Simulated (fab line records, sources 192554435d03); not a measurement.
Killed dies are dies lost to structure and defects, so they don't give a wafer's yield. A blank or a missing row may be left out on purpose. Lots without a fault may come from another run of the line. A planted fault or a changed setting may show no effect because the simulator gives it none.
Which tool did it? | flow n5_finfet | 11 lots, 33 wafers sampled, at 4 steps of a route of 1938

WHAT THE GAUGES READ, wafer by wafer
N5_PASSIVATION_OVL_MEAS_60.
lot  | measured     | on         | TV_OVL (nm)
L292 | day 11 18:15 | overlay-01 | 9 15 1
L293 | day 12 14:07 | overlay-02 | -2 1 8
L294 | day 12 11:22 | overlay-02 | -12 -8 -16
L296 | day 12 10:27 | overlay-02 | 2 3 2
L297 | day 12 18:45 | overlay-02 | -1 -6 -9
L303 | day 14 17:04 | overlay-02 | 1 1 -2
L308 | day 15 21:29 | overlay-02 | -3 -4 0
L312 | day 17 06:56 | overlay-01 | 0 -2 -1
L313 | day 17 10:29 | overlay-01 | 11 1 5
L314 | day 17 22:59 | overlay-01 | -5 0 5
L315 | day 17 19:50 | overlay-02 | -10 2 8

WHICH TOOL RAN EACH LOT (tool, then ch and the chambers of the sampled wafers, then the start)
lot  | N5_MOL_CONTACT_COAG_PRECLEAN_125    | N5_MIM_TOP_SPUTTER_03        | N5_MIM_TOP_LITHO_DESCUM_10
L292 | wet_bench-05 ch 1,5,7, day 4 22:20  | pvd_sputter-02, day 11 15:08 | rie_diel-04 ch 0,2,3, day 11 15:38
L293 | wet_bench-02 ch 1,4,5, day 5 01:33  | pvd_sputter-02, day 11 23:45 | rie_diel-01 ch 0,1,3, day 12 00:30
L294 | wet_bench-06 ch 1,2,3, day 5 13:38  | pvd_sputter-03, day 12 08:46 | rie_diel-01 ch 0,1,2, day 12 09:19
L296 | wet_bench-02 ch 1,3,4, day 5 21:37  | pvd_sputter-03, day 12 07:38 | rie_diel-01 ch 0,1,2, day 12 08:14
L297 | wet_bench-05 ch 1,6,7, day 6 06:01  | pvd_sputter-01, day 12 14:41 | rie_diel-01 ch 2,3, day 12 15:10
L303 | wet_bench-06 ch 3,4,6, day 7 17:06  | pvd_sputter-01, day 14 14:07 | rie_diel-04 ch 0,1,2, day 14 14:44
L308 | wet_bench-05 ch 3,4,6, day 9 09:03  | pvd_sputter-03, day 15 14:01 | rie_diel-04 ch 1,3, day 15 14:37
L312 | wet_bench-02 ch 1,3,7, day 9 21:04  | pvd_sputter-02, day 17 02:38 | rie_diel-01 ch 0,2,3, day 17 03:31
L313 | wet_bench-06 ch 1,2,5, day 10 05:50 | pvd_sputter-02, day 17 07:05 | rie_diel-01 ch 1,2,3, day 17 07:42
L314 | wet_bench-06 ch 0,1,3, day 10 13:22 | pvd_sputter-02, day 17 20:01 | rie_diel-01 ch 0,2, day 17 20:37
L315 | wet_bench-02 ch 0,1,6, day 10 15:54 | pvd_sputter-02, day 17 15:13 | rie_diel-04 ch 0,1,2, day 17 15:54
- N5_MOL_CONTACT_COAG_PRECLEAN_125: cleans in DIW, time 57.5 s.
- N5_MIM_TOP_SPUTTER_03: material TiN, target thk 35 nm, time 89.7 s.
- N5_MIM_TOP_LITHO_DESCUM_10: chemistry O2, time 7.9 s.

WHAT THE TOOLS THEMSELVES READ (means of the sampled wafers that have a number; where no wafer has one, the mark that the record gives instead)
N5_MOL_CONTACT_COAG_PRECLEAN_125.
lot  | tool         | bath_heat_duty_pct (%)
L292 | wet_bench-05 | 3.7
L293 | wet_bench-02 | 3.6
L294 | wet_bench-06 | 4.1
L296 | wet_bench-02 | 3.7
L297 | wet_bench-05 | 3.2
L303 | wet_bench-06 | 3.2
L308 | wet_bench-05 | 3.9
L312 | wet_bench-02 | 4.2
L313 | wet_bench-06 | 3.2
L314 | wet_bench-06 | 3.7
L315 | wet_bench-02 | 3.8

N5_MIM_TOP_SPUTTER_03.
lot  | tool           | throttle_valve_pct (%)
L292 | pvd_sputter-02 | 29.3
L293 | pvd_sputter-02 | 29.4
L294 | pvd_sputter-03 | 29.7
L296 | pvd_sputter-03 | 29.7
L297 | pvd_sputter-01 | 28.7
L303 | pvd_sputter-01 | 28.3
L308 | pvd_sputter-03 | 29.1
L312 | pvd_sputter-02 | 29.4
L313 | pvd_sputter-02 | 29.3
L314 | pvd_sputter-02 | 29.5
L315 | pvd_sputter-02 | 29.5

N5_MIM_TOP_LITHO_DESCUM_10.
lot  | tool        | drypump_motor_current_A (A) | oes_product_au (a.u.) | rf_vpp_V (V) | showerhead_plenum_p_Torr (Torr) | throttle_valve_pct (%)
L292 | rie_diel-04 | 5.5                         | 0.84                  | 244.1        | 2.12                            | 20.66
L293 | rie_diel-01 | 6.1                         | 0.81                  | 243.6        | 2.11                            | 20.63
L294 | rie_diel-01 | 5.9                         | 0.83                  | 243.1        | 2.12                            | 20.36
L296 | rie_diel-01 | 5.9                         | 0.83                  | 243.2        | 2.12                            | 20.37
L297 | rie_diel-01 | 6.0                         | 0.80                  | 244.9        | 2.21                            | 20.65
L303 | rie_diel-04 | 5.3                         | 0.86                  | 244.1        | 2.09                            | 20.55
L308 | rie_diel-04 | 5.0                         | 0.85                  | 242.8        | 2.06                            | 20.43
L312 | rie_diel-01 | 5.9                         | 0.80                  | 243.1        | 2.17                            | 20.49
L313 | rie_diel-01 | 5.9                         | 0.75                  | 243.7        | 2.12                            | 20.65
L314 | rie_diel-01 | 5.8                         | 0.83                  | 244.3        | 2.15                            | 20.27
L315 | rie_diel-04 | 5.3                         | 0.83                  | 243.1        | 2.08                            | 20.59

THE ANSWER, worked out from the rows above alone
Rule: what is usual is taken from the lots themselves. Put in order of their means at a reading, lots are off if they are a third of the lots or fewer, leave a main group of 4 or more, and stand apart from it by a gap of 3 or more times the standard deviation of the main group's means; of several such gaps the widest counts. A main group whose means are all the same, to the digits that the tables above print for the reading, isn't used. A lot without any number at a reading at which 4 lots or more have one is off too. The other lots that the step has rows for count as sound. The gauges are gone through in route order, then the tools' own readings, and for those a lot's mean is taken as printed above. The first step at which some lot is off is used, and at that step the reading that is off furthest; a lot without a number counts as furthest.
No lot is off at any reading shown: from this, nothing can be told.

WHAT THE SIMULATOR HAD PUT IN
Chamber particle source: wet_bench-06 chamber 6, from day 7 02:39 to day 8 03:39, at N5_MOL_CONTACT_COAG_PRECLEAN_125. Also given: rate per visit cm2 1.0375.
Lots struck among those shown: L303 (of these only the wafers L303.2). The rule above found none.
